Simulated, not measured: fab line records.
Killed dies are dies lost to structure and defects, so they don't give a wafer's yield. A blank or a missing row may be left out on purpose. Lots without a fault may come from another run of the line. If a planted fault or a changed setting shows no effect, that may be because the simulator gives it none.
fab line records	flow nand-harc	part 1 of 2: steps 1 to 23 of 34
record lots=5	wafers=15	last-day=33
route steps=1302 shown A_BONDPAD@1209 HYBRID_BOND@1237 THIN_TSV@1244
lots with no fault: from the same line, run without faults
start-h: hours from the record's first day to the start of the lot's first wafer shown	wait-h: hours since the lot's step before	" repeats the value in the row above	L1.1+2: a single row standing in for several wafers	- no value present, or no start provided	* or withheld: withheld	< > ~ a bound
route shown NAME@n: names a module that has steps shown in the file, with the first one's number in the route	usual: mean/standard deviation of fault-free wafers	same: alike in all rows	chamber/n: place in a boat	sites: the reading at each site	_std_site: their standard deviation	_edge_site: mean of outer sites minus mean of inner sites	radius-mm: how far each site lies from the wafer's centre	mask NAME#n: copy n	behind: the tool/chamber that last shaped the wafer	hold: cause of the lot's hold/its duration in hours/its outcome	device: names the non-switching transistor (n, p or np)	end of line: tests of these same wafers at the route's end	a step given without rows: its recipe and nothing more	killed: dies that structure and defects cost at the first sort, which is not the same as the wafer's yield	map: a wafer's dies, marking killed ones x, the rest . and places with no die _
set.NAME: the setting that was run; set.NAME@STEP: the one run at that earlier step	model.NAME: the simulator's own value behind a step, which no gauge read
lots at selected steps of the route; one table per step, one row per wafer
services: a tool's chamber out of use, with start hour (start-h, from the record's first day; less than 0 if before it), hours out, and reason
## steps
# step NHARC_A_BONDPAD_COAT_03
# recipe spin-rpm=2000	resist-thk-nm=600
# usual dispense-pressure-kPa=50.8/1.7
lot.wafer	tool	chamber	start-h	wait-h	dispense-pressure-kPa
L078.1	litho-track-02	0	-	-	49.0
L078.4	"	0	"	"	49.0
L078.6	"	0	"	"	49.0
L085.2	litho-track-07	0	-	-	52.0
L085.4	"	0	"	"	51.9
L085.5	"	0	"	"	51.9
L087.1	litho-track-02	0	-	-	48.9
L087.2	"	0	"	"	49.0
L087.3	"	0	"	"	49.0
L091.1	litho-track-02	0	-	-	49.0
L091.3	"	0	"	"	49.0
L091.6	"	0	"	"	49.0
L094.3	litho-track-07	0	-	-	52.0
L094.4	"	0	"	"	52.0
L094.6	"	0	"	"	51.9
# step NHARC_A_BONDPAD_SOFTBAKE_04
# recipe temp-c=125	time-s=70
# same time-s=70
lot.wafer	tool	chamber	start-h	wait-h
L078.1+4+6	litho-track-02	0	-	-
L085.2+4+5	litho-track-07	0	-	-
L087.1+2+3	litho-track-02	0	-	-
L091.1+3+6	litho-track-02	0	-	-
L094.3+4+6	litho-track-07	0	-	-
# step NHARC_A_BONDPAD_EBR_05
lot.wafer	tool	chamber	start-h	wait-h
L078.1+4+6	litho-track-02	0	-	-
L085.2+4+5	litho-track-07	0	-	-
L087.1+2+3	litho-track-02	0	-	-
L091.1+3+6	litho-track-02	0	-	-
L094.3+4+6	litho-track-07	0	-	-
# step NHARC_A_BONDPAD_EXPOSE_06
# recipe na=0.55	dose-mj=36.99	mask-id=A_BPAD
lot.wafer	tool	chamber	start-h	wait-h	mask
L078.1+4+6	krf-scanner-04	0	593.44	-	A_BPAD#0
L085.2+4+5	krf-scanner-04	0	639.39	-	A_BPAD#0
L087.1+2+3	krf-scanner-03	0	650.51	-	A_BPAD#0
L091.1+3+6	krf-scanner-04	0	727.38	-	A_BPAD#0
L094.3+4+6	krf-scanner-04	0	741.38	-	A_BPAD#0
# step NHARC_A_BONDPAD_PEB_07
# recipe peb-temp-c=128	peb-time-s=80
lot.wafer	tool	chamber	start-h	wait-h
L078.1+4+6	litho-track-02	0	593.50	0.1
L085.2+4+5	litho-track-05	0	639.45	0.1
L087.1+2+3	litho-track-02	0	650.57	0.1
L091.1+3+6	litho-track-07	0	727.44	0.1
L094.3+4+6	litho-track-07	0	741.44	0.1
# step NHARC_A_BONDPAD_DEVELOP_08
# recipe time-s=50	dev-temp-c=22
# same time-s=50
lot.wafer	tool	chamber	start-h	wait-h
L078.1+4+6	litho-track-02	0	-	-
L085.2+4+5	litho-track-05	0	-	-
L087.1+2+3	litho-track-02	0	-	-
L091.1+3+6	litho-track-07	0	-	-
L094.3+4+6	litho-track-07	0	-	-
# step NHARC_A_BONDPAD_CD_MEAS_09
# recipe target-cd-nm=500	landing-energy-ev=500
# usual cd-nm=501.2/2
lot.wafer	tool	chamber	start-h	wait-h	cd-nm
L078.1	cd-sem-01	0	593.59	-	498.7
L078.4	"	0	"	"	502.0
L078.6	"	0	"	"	500.1
L085.2	cd-sem-01	0	639.54	-	500.2
L085.4	"	0	"	"	502.2
L085.5	"	0	"	"	499.7
L087.1	cd-sem-03	0	650.66	-	500.8
L087.2	"	0	"	"	500.9
L087.3	"	0	"	"	500.4
L091.1	cd-sem-01	0	727.53	-	501.3
L091.3	"	0	"	"	497.6
L091.6	"	0	"	"	498.4
L094.3	cd-sem-03	0	741.53	-	503.6
L094.4	"	0	"	"	500.2
L094.6	"	0	"	"	499.6
# step NHARC_A_BONDPAD_OVL_MEAS_35
# usual overlay-x-nm=3/4.7	overlay-y-nm=-1/4
lot.wafer	tool	chamber	start-h	wait-h	overlay-x-nm	overlay-y-nm
L078.1	overlay-02	-	593.68	-	4	-5
L078.4	"	-	"	"	4	-5
L078.6	"	-	"	"	4	-4
L085.2	overlay-02	-	639.62	-	-8	4
L085.4	"	-	"	"	-8	4
L085.5	"	-	"	"	-8	4
L087.1	overlay-01	-	650.75	-	-1	-5
L087.2	"	-	"	"	-1	-6
L087.3	"	-	"	"	-1	-5
L091.1	overlay-01	-	727.62	-	-1	-13
L091.3	"	-	"	"	-1	-13
L091.6	"	-	"	"	-1	-12
L094.3	overlay-01	-	741.61	-	12	-5
L094.4	"	-	"	"	12	-5
L094.6	"	-	"	"	12	-5
# step NHARC_A_BONDPAD_HARDBAKE_10
# recipe temp-c=118	time-s=65
# same time-s=65
lot.wafer	tool	chamber	start-h	wait-h
L078.1+4+6	litho-track-02	0	593.72	0.0
L085.2+4+5	litho-track-02	0	639.67	0.0
L087.1+2+3	litho-track-02	0	650.79	0.0
L091.1+3+6	litho-track-07	0	727.67	0.0
L094.3+4+6	litho-track-05	0	741.66	0.0
# step NHARC_A_BONDPAD_DESCUM_11
# recipe time-s=3	o2-flow-sccm=200	ar-flow-sccm=0	bias-power-w=0	chemistry=O2
# usual drypump-motor-current-A=5.7/0.37	mfc-ar-sccm=0.003/0.0068	oes-product-au=0.999/0.012	rf-vpp-V=57.6/0.96	showerhead-plenum-p-Torr=1.89/0.1	throttle-valve-pct=11.310/0.0088
# same time-s=3
lot.wafer	tool	chamber	start-h	wait-h	drypump-motor-current-A	mfc-ar-sccm	oes-product-au	rf-hours-counter-h	rf-vpp-V	showerhead-plenum-p-Torr	throttle-valve-pct
L078.1	rie-diel-10	3	593.81	-	6.3	0	0.999	5	58.1	1.84	11.314
L078.4	"	0	"	"	5.8	0	1.020	5	57.9	1.99	11.304
L078.6	"	2	"	"	5.7	0	0.987	-	58.3	2.00	11.312
L085.4	rie-diel-09	3	639.75	-	6.2	0	0.988	22	57.0	1.78	11.314
L085.2	"	1	"	"	5.7	0	1.007	27	56.6	1.76	11.303
L085.5	"	3	"	"	6.2	0	0.996	-	58.7	1.78	11.300
L087.3	rie-diel-10	3	650.87	-	6.3	0	0.985	1	57.2	1.84	11.320
L087.1	"	1	"	"	5.2	0	0.997	1	57.1	1.84	11.325
L087.2	"	2	"	"	5.7	0	0.988	1	58.5	2.00	11.311
L091.3	rie-diel-09	1	727.74	-	5.6	0	1.007	7	56.8	2.07	11.304
L091.1	"	0	"	"	5.3	0.020	0.986	8	58.3	2.01	11.304
L091.6	"	2	"	"	5.6	0.007	1.012	-	58.5	1.77	11.311
L094.4	rie-diel-09	0	741.74	-	5.3	0.020	0.990	11	58.6	2.01	11.318
L094.3	"	1	"	"	5.7	0	1.015	11	57.6	2.07	11.304
L094.6	"	3	"	"	6.2	0	0.969	-	56.4	1.78	11.297
# step NHARC_A_BONDPAD_ETCH_34
# recipe target-depth-a=600	overetch-a=180	time-s=65.91	ion-energy-ev=200	n2-flow-sccm=150	h2-flow-sccm=150	ar-flow-sccm=0	rf-w=400	bias-w=150	chemistry=N2/H2
# usual bias-w=150.0/0.46	drypump-motor-current-A=5.7/0.36	mfc-ar-sccm=0.003/0.0065	oes-product-au=1.001/0.011	rf-fwd-power-W=396.0/1.4	rf-vpp-V=430/3.2	showerhead-plenum-p-Torr=2.01/0.11	throttle-valve-pct=14.170/0.0091
# same time-s=65.91
lot.wafer	tool	chamber	start-h	wait-h	bias-w	drypump-motor-current-A	mfc-ar-sccm	oes-product-au	rf-fwd-power-W	rf-hours-counter-h	rf-vpp-V	showerhead-plenum-p-Torr	throttle-valve-pct
L078.4	rie-diel-10	3	593.89	0.1	149.6	6.3	0	1.005	397.3	5	428	1.96	14.194
L078.1	"	2	"	"	150.0	5.7	0	0.992	396.6	4	432	2.13	14.176
L078.6	"	0	"	"	150.3	5.8	0	1.018	394.8	-	433	2.13	14.164
L085.4	rie-diel-09	2	639.83	0.1	150.1	5.6	0.007	1.004	397.4	21	427	1.89	14.185
L085.2	"	3	"	"	150.2	6.2	0	0.994	396.4	22	426	1.90	14.165
L085.5	"	3	"	"	150.0	6.2	0	0.993	395.7	-	427	1.90	14.161
L087.2	rie-diel-10	2	650.97	0.1	150.4	5.7	0	1.000	394.0	1	433	2.13	14.177
L087.1	"	3	"	"	150.7	6.3	0	0.999	395.3	1	429	1.96	14.164
L087.3	"	1	"	"	149.9	5.2	0	0.999	398.1	1	428	1.96	14.186
L091.3	rie-diel-09	0	727.86	0.1	150.6	5.3	0.020	0.995	395.4	8	434	2.15	14.175
L091.1	"	2	"	"	150.0	5.6	0.007	1.006	395.8	9	426	1.88	14.167
L091.6	"	1	"	"	151.0	5.7	0	1.004	394.0	-	435	2.22	14.186
L094.3	rie-diel-09	3	741.83	0.1	150.5	6.2	0	0.995	396.3	11	427	1.89	14.155
L094.4	"	0	"	"	150.0	5.3	0.020	0.995	400.8	11	432	2.15	14.167
L094.6	"	3	"	"	150.4	6.2	0	0.986	394.9	-	425	1.89	14.155
# step NHARC_A_BONDPAD_ETCH_12
# recipe target-depth-a=2200	time-s=110	chf3-flow-sccm=50	o2-flow-sccm=10	ar-flow-sccm=200	rf-w=500	bias-w=200	chemistry=CHF3/O2
# usual bias-w=200.1/0.65	drypump-motor-current-A=5.7/0.36	mfc-ar-sccm=200.1/0.6	oes-product-au=0.944/0.022	rf-fwd-power-W=496.7/1.7	rf-vpp-V=369.8/2.7	showerhead-plenum-p-Torr=2.37/0.12	throttle-valve-pct=20.572/0.0092
# same time-s=110
lot.wafer	tool	chamber	start-h	wait-h	bias-w	drypump-motor-current-A	mfc-ar-sccm	oes-product-au	rf-fwd-power-W	rf-hours-counter-h	rf-vpp-V	showerhead-plenum-p-Torr	throttle-valve-pct
L078.1	rie-diel-10	3	-	-	200.9	6.3	199.5	0.919	497.5	5	369.2	2.31	20.571
L078.4	"	1	"	"	200.8	5.2	200.6	0.913	497.1	5	369.1	2.31	20.586
L078.6	"	3	"	"	200.4	6.3	199.8	0.927	498.6	-	369.1	2.31	20.568
L085.4	rie-diel-09	3	-	-	200.5	6.2	200.3	0.924	494.1	23	367.2	2.25	20.584
L085.2	"	0	"	"	199.7	5.3	200.8	0.928	495.4	26	372.9	2.52	20.584
L085.5	"	1	"	"	200.1	5.7	200.0	0.917	494.5	-	367.4	2.22	20.583
L087.2	rie-diel-10	2	-	-	199.5	5.7	200.1	0.950	497.4	1	373.0	2.51	20.573
L087.1	"	3	"	"	199.7	6.3	199.9	0.948	495.7	1	367.7	2.31	20.577
L087.3	"	1	"	"	200.6	5.2	200.2	0.964	495.8	1	368.6	2.31	20.555
L091.1	rie-diel-09	3	-	-	201.2	6.2	200.0	0.920	495.3	8	367.4	2.24	20.557
L091.3	"	0	"	"	200.0	5.3	200.3	0.918	499.2	8	373.1	2.52	20.563
L091.6	"	2	"	"	199.9	5.6	200.4	0.925	498.3	-	367.3	2.23	20.565
L094.4	rie-diel-09	1	-	-	200.0	5.7	200.1	0.936	496.4	11	374.9	2.59	20.562
L094.3	"	2	"	"	200.5	5.6	201.7	0.943	497.3	12	366.3	2.23	20.584
L094.6	"	1	"	"	200.2	5.7	199.9	0.938	493.6	-	373.4	2.59	20.565
# step NHARC_A_BONDPAD_CD_MEAS_13
# usual cd-nm=500.1/2.1
lot.wafer	tool	chamber	start-h	wait-h	cd-nm
L078.1	cd-sem-02	-	594.12	-	496.4
L078.4	"	-	"	"	501.3
L078.6	"	-	"	"	498.3
L085.2	cd-sem-01	-	640.06	-	499.7
L085.4	"	-	"	"	500.6
L085.5	"	-	"	"	499.0
L087.1	cd-sem-02	-	651.24	-	500.0
L087.2	"	-	"	"	499.2
L087.3	"	-	"	"	500.5
L091.1	cd-sem-03	-	728.09	-	500.0
L091.3	"	-	"	"	496.6
L091.6	"	-	"	"	496.4
L094.3	cd-sem-03	-	742.06	-	502.0
L094.4	"	-	"	"	500.2
L094.6	"	-	"	"	499.7
# step NHARC_A_BONDPAD_STRIP_15
# recipe o2-flow-sccm=500	ar-flow-sccm=0	bias-w=0	chemistry=O2
# usual drypump-motor-current-A=5.7/0.36	mfc-ar-sccm=0.002/0.0058	oes-product-au=1.001/0.011	rf-vpp-V=57.7/0.88	showerhead-plenum-p-Torr=3.49/0.17	throttle-valve-pct=17.035/0.0077
# same bias-w=0
lot.wafer	tool	chamber	start-h	wait-h	drypump-motor-current-A	mfc-ar-sccm	oes-product-au	rf-hours-counter-h	rf-vpp-V	showerhead-plenum-p-Torr	throttle-valve-pct
L078.1	rie-diel-10	1	594.19	0.1	5.2	0	0.989	5	59.2	3.40	17.030
L078.4	"	0	"	"	5.8	0	1.000	5	58.8	3.67	17.029
L078.6	"	1	"	"	5.2	0	0.997	-	56.9	3.40	17.042
L085.4	rie-diel-10	3	640.14	0.1	6.3	0	0.996	1	58.4	3.40	17.032
L085.2	"	0	"	"	5.8	0	1.010	1	57.9	3.67	17.042
L085.5	"	0	"	"	5.8	0	1.009	-	59.2	3.67	17.031
L087.3	rie-diel-09	1	651.32	0.1	5.7	0	0.994	28	56.9	3.27	17.037
L087.2	"	2	"	"	5.6	0.007	1.013	23	56.4	3.29	17.033
L087.1	"	3	"	"	6.2	0	0.997	24	58.6	3.30	17.035
L091.3	rie-diel-10	2	728.20	0.1	5.7	0	0.990	3	57.8	3.68	17.044
L091.1	"	3	"	"	6.3	0	0.985	4	58.6	3.40	17.034
L091.6	"	0	"	"	5.7	0	1.009	-	57.7	3.67	17.023
L094.4	rie-diel-10	0	742.14	0.1	5.8	0	1.015	3	56.9	3.67	17.034
L094.3	"	2	"	"	5.7	0	0.993	3	58.3	3.68	17.020
L094.6	"	1	"	"	5.2	0	1.000	-	58.4	3.40	17.023
# step NHARC_A_BONDPAD_ETCH_24
# recipe target-depth-a=300	over-etch-frac=0.3	time-s=72.99	ion-energy-ev=150	cf4-flow-sccm=50	n2-flow-sccm=100	ar-flow-sccm=150	rf-w=300	bias-w=100	chemistry=CF4/N2
# usual bias-w=100.0/0.32	drypump-motor-current-A=5.7/0.36	mfc-ar-sccm=149.9/0.45	oes-product-au=0.998/0.011	rf-fwd-power-W=297.2/1.1	rf-vpp-V=313.7/2.2	showerhead-plenum-p-Torr=2.60/0.13	throttle-valve-pct=19.794/0.0087
# same time-s=72.99
lot.wafer	tool	chamber	start-h	wait-h	bias-w	drypump-motor-current-A	mfc-ar-sccm	oes-product-au	rf-fwd-power-W	rf-hours-counter-h	rf-vpp-V	showerhead-plenum-p-Torr	throttle-valve-pct
L078.1	rie-diel-10	1	-	-	99.9	5.2	150.4	0.988	297.6	5	312.7	2.53	19.798
L078.4	"	2	"	"	100.4	5.7	150.2	0.983	295.9	-	316.5	2.74	19.804
L078.6	"	1	"	"	99.9	5.2	149.9	0.992	296.6	-	312.2	2.53	19.791
L085.4	rie-diel-10	0	-	-	99.7	5.7	149.5	1.010	295.3	1	317.2	2.73	19.783
L085.2	"	1	"	"	99.9	5.2	149.2	0.993	297.2	1	313.8	2.53	19.794
L085.5	"	3	"	"	100.4	6.3	149.3	0.989	297.4	-	313.6	2.53	19.810
L087.3	rie-diel-09	2	-	-	100.0	5.6	150.1	0.996	298.7	23	309.6	2.44	19.793
L087.1	"	3	"	"	99.6	6.2	150.3	0.990	297.1	24	311.3	2.46	19.798
L087.2	"	1	"	"	100.1	5.7	150.2	0.990	298.0	28	310.9	2.43	19.790
L091.3	rie-diel-10	2	-	-	99.6	5.7	149.8	0.992	297.3	3	316.1	2.74	19.792
L091.1	"	1	"	"	99.5	5.2	150.0	1.008	297.0	3	312.8	2.53	19.803
L091.6	"	3	"	"	100.1	6.3	150.2	0.991	297.0	-	313.7	2.53	19.798
L094.3	rie-diel-10	3	-	-	100.4	6.3	149.8	0.985	298.4	4	313.3	2.53	19.807
L094.4	"	1	"	"	99.8	5.2	150.4	0.986	296.6	4	313.0	2.53	19.798
L094.6	"	3	"	"	99.8	6.3	149.8	0.983	299.7	-	312.8	2.53	19.804
# step NHARC_A_BONDPAD_STRIP_16
# recipe time-s=600	temp-c=30	chemistry=post-etch-residue-remover
# same time-s=600
lot.wafer	tool	chamber	start-h	wait-h
L078.4+6+1	wet-bench-08	6,0,2	594.49	-
L085.4+5+2	wet-bench-08	4,6,0	640.42	-
L087.1+3+2	wet-bench-10	3,4,6	651.63	-
L091.6+3+1	wet-bench-08	4,5,6	728.45	-
L094.3+4+6	wet-bench-08	3,5,0	742.42	-
# step NHARC_A_BONDPAD_DEGAS_25
# recipe temp-c=300	time-s=60
# usual heater-power-w=464/44
# same time-s=60
lot.wafer	tool	chamber	start-h	wait-h	heater-power-w
L078.4	pvd-sputter-01	-	594.76	-	412
L078.1	"	-	"	"	415
L078.6	"	-	"	"	501
L085.4	pvd-sputter-03	-	640.73	-	434
L085.2	"	-	"	"	510
L085.5	"	-	"	"	420
L087.1	pvd-sputter-03	-	651.89	-	429
L087.3	"	-	"	"	515
L087.2	"	-	"	"	460
L091.1	pvd-sputter-01	-	728.71	-	423
L091.3	"	-	"	"	417
L091.6	"	-	"	"	427
L094.3	pvd-sputter-02	-	742.69	-	473
L094.4	"	-	"	"	499
L094.6	"	-	"	"	474
# step NHARC_A_BONDPAD_PRE_CLEAN_26
# recipe time-s=30	temp-c=280	gas=H2/He
# usual heater-power-w=404/41
# same time-s=30
lot.wafer	tool	chamber	start-h	wait-h	heater-power-w
L078.4	pvd-sputter-01	-	-	-	372
L078.1	"	-	"	"	360
L078.6	"	-	"	"	418
L085.2	pvd-sputter-03	-	-	-	373
L085.4	"	-	"	"	400
L085.5	"	-	"	"	450
L087.2	pvd-sputter-03	-	-	-	444
L087.1	"	-	"	"	498
L087.3	"	-	"	"	378
L091.3	pvd-sputter-01	-	-	-	430
L091.1	"	-	"	"	363
L091.6	"	-	"	"	360
L094.3	pvd-sputter-02	-	-	-	448
L094.4	"	-	"	"	345
L094.6	"	-	"	"	450
# step NHARC_A_BONDPAD_PVD_17
# recipe target-thk-a=50	bias-v=168.6	power-w=15000	chamber-pressure-pa=0.12	time-s=8.06	substrate-temp-c=50	material=TaN
# usual throttle-valve-pct=30.0/1.1
# same time-s=8.06
lot.wafer	tool	chamber	start-h	wait-h	throttle-valve-pct
L078.4	pvd-sputter-01	-	-	-	30.0
L078.1	"	-	"	"	30.7
L078.6	"	-	"	"	30.1
L085.2	pvd-sputter-03	-	-	-	28.2
L085.4	"	-	"	"	31.8
L085.5	"	-	"	"	29.2
L087.2	pvd-sputter-03	-	-	-	27.9
L087.1	"	-	"	"	29.0
L087.3	"	-	"	"	31.8
L091.3	pvd-sputter-01	-	-	-	30.7
L091.1	"	-	"	"	30.5
L091.6	"	-	"	"	30.6
L094.3	pvd-sputter-02	-	-	-	30.8
L094.4	"	-	"	"	31.0
L094.6	"	-	"	"	31.0
# step NHARC_A_BONDPAD_PVD_27
# recipe target-thk-a=300	chamber-pressure-pa=5	power-w=5000	substrate-temp-c=30	time-s=20.49	material=Cu
# usual throttle-valve-pct=30.0/1.1
# same time-s=20.49
lot.wafer	tool	chamber	start-h	wait-h	throttle-valve-pct
L078.1	pvd-sputter-01	-	-	-	30.5
L078.4	"	-	"	"	30.8
L078.6	"	-	"	"	30.5
L085.2	pvd-sputter-03	-	-	-	32.0
L085.4	"	-	"	"	28.1
L085.5	"	-	"	"	28.9
L087.3	pvd-sputter-03	-	-	-	28.2
L087.2	"	-	"	"	29.1
L087.1	"	-	"	"	31.9
L091.1	pvd-sputter-01	-	-	-	30.6
L091.3	"	-	"	"	30.0
L091.6	"	-	"	"	30.8
L094.4	pvd-sputter-02	-	-	-	31.2
L094.3	"	-	"	"	29.9
L094.6	"	-	"	"	31.3
# step NHARC_A_BONDPAD_ECD_18
# recipe target-thk-a=4000	bath-temp-c=25	material=Cu
lot.wafer	tool	chamber	start-h	wait-h
L078.1+4+6	ecd-cu-02	0,0,1	595.17	-
L085.2+4+5	ecd-cu-01	1,1,0	641.09	-
L087.2+1+3	ecd-cu-02	0,1,1	652.41	-
L091.1+3+6	ecd-cu-01	1,0,1	729.13	-
L094.3+4+6	ecd-cu-01	0,1,0	743.15	-
# step NHARC_A_BONDPAD_ANNEAL_28
# recipe temp-c=225	time-s=90
# usual wafer_temp_C_max=226.8/0.34
# same time-s=90
lot.wafer	tool	chamber	start-h	wait-h	wafer_temp_C_max
L078.1	rtp-anneal-02	0	595.50	0.3	226.6
L078.4	"	0	"	"	226.3
L078.6	"	0	"	"	227.1
L085.2	rtp-anneal-02	0	641.52	0.4	226.3
L085.4	"	0	"	"	226.9
L085.5	"	0	"	"	226.4
L087.1	rtp-anneal-02	0	652.78	-	227.0
L087.2	"	0	"	"	226.7
L087.3	"	0	"	"	226.1
L091.1	rtp-anneal-02	0	729.46	0.3	226.9
L091.3	"	0	"	"	226.7
L091.6	"	0	"	"	228.0
L094.3	rtp-anneal-02	0	743.53	-	226.6
L094.4	"	0	"	"	226.5
L094.6	"	0	"	"	226.7
# step NHARC_A_BONDPAD_CMP_19
# recipe t-overpolish-s=30	cu-recess-touch-s=16	target-thk-nm=169.82
# usual motor-current-A=12.5/1.1	overpolish-run-s=30.001/0.0094
lot.wafer	tool	chamber	start-h	wait-h	motor-current-A	overpolish-run-s
L078.4	cmp-01	2	595.85	-	13.2	30.000
L078.1	"	0	"	"	11.7	29.994
L078.6	"	2	"	"	12.3	29.983
L085.4	cmp-04	2	641.85	-	14.1	29.991
L085.2	"	3	"	"	11.9	30.008
L085.5	"	2	"	"	13.8	29.989
L087.1	cmp-04	1	653.22	-	12.0	30.007
L087.3	"	2	"	"	13.5	29.996
L087.2	"	3	"	"	12.3	29.993
L091.3	cmp-04	2	729.80	-	13.7	29.990
L091.1	"	1	"	"	11.2	29.993
L091.6	"	3	"	"	12.0	29.995
L094.3	cmp-01	0	743.78	-	11.8	29.996
L094.4	"	2	"	"	13.2	29.974
L094.6	"	1	"	"	13.5	30.028
